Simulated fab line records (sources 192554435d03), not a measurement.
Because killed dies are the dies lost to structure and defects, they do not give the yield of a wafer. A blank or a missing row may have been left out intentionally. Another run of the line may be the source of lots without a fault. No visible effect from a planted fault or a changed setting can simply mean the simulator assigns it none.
Chamber matching / flow n5 finfet / rie diel-05 running N5_SDB_ETCH_17: 4 sister chambers
The step etches SiARC in CF4, target depth 23.4 nm, time 39 s. 8 wafers are shown with their chamber, then 11 later ones without.

== WAFERS PAIRED WITH THEIR CHAMBERS ==
wafer=L075.6; chamber=2; showerhead plenum p Torr (Torr)=2.18; drypump motor current A (A)=5.51
wafer=L082.2; chamber=2; showerhead plenum p Torr (Torr)=2.18; drypump motor current A (A)=5.49
wafer=L082.3; chamber=1; showerhead plenum p Torr (Torr)=2.22; drypump motor current A (A)=5.53
wafer=L082.6; chamber=0; showerhead plenum p Torr (Torr)=2.28; drypump motor current A (A)=5.67
wafer=L085.2; chamber=1; showerhead plenum p Torr (Torr)=2.22; drypump motor current A (A)=5.53
wafer=L086.2; chamber=0; showerhead plenum p Torr (Torr)=2.28; drypump motor current A (A)=5.65
wafer=L086.6; chamber=3; showerhead plenum p Torr (Torr)=2.10; drypump motor current A (A)=5.83
wafer=L087.1; chamber=3; showerhead plenum p Torr (Torr)=2.09; drypump motor current A (A)=5.83

== WAFERS MISSING THEIR CHAMBER ==
wafer=L087.2; showerhead plenum p Torr (Torr)=2.17; drypump motor current A (A)=5.50
wafer=L087.3; showerhead plenum p Torr (Torr)=2.22; drypump motor current A (A)=5.49
wafer=L088.1; showerhead plenum p Torr (Torr)=2.27; drypump motor current A (A)=5.66
wafer=L088.4; showerhead plenum p Torr (Torr)=2.09; drypump motor current A (A)=5.82
wafer=L088.5; showerhead plenum p Torr (Torr)=2.17; drypump motor current A (A)=5.49
wafer=L090.3; showerhead plenum p Torr (Torr)=2.21; drypump motor current A (A)=5.50
wafer=L090.4; showerhead plenum p Torr (Torr)=2.27; drypump motor current A (A)=5.66
wafer=L090.6; showerhead plenum p Torr (Torr)=2.17; drypump motor current A (A)=5.50
wafer=L092.1; showerhead plenum p Torr (Torr)=2.21; drypump motor current A (A)=5.52
wafer=L092.2; showerhead plenum p Torr (Torr)=2.27; drypump motor current A (A)=5.64
wafer=L092.3; showerhead plenum p Torr (Torr)=2.09; drypump motor current A (A)=5.83

== EACH ONE'S CHAMBER ==
wafer=L087.2; from the rows above=2; in truth=2
wafer=L087.3; from the rows above=1; in truth=1
wafer=L088.1; from the rows above=0; in truth=0
wafer=L088.4; from the rows above=3; in truth=3
wafer=L088.5; from the rows above=2; in truth=2
wafer=L090.3; from the rows above=1; in truth=1
wafer=L090.4; from the rows above=0; in truth=0
wafer=L090.6; from the rows above=2; in truth=2
wafer=L092.1; from the rows above=1; in truth=1
wafer=L092.2; from the rows above=0; in truth=0
wafer=L092.3; from the rows above=3; in truth=3
Correctly placed: 11 of 11. From these rows, 0 cannot be placed. Number placed wrongly: 0.
How it was worked out, from the rows above alone: a wafer's distance from a chamber is the root of the sum, over the readings, of the square of ((its reading less the chamber's mean) divided by the reading's scatter). The wafer belongs to the nearest chamber; if the next one is less than 2 further off, it can't be placed. Each chamber's mean is taken over the wafers shown for it. How the scatter is found: for the shown wafers, subtract from each reading the mean of its chamber, square and add these, divide the total by (wafers less chambers), then take the root.
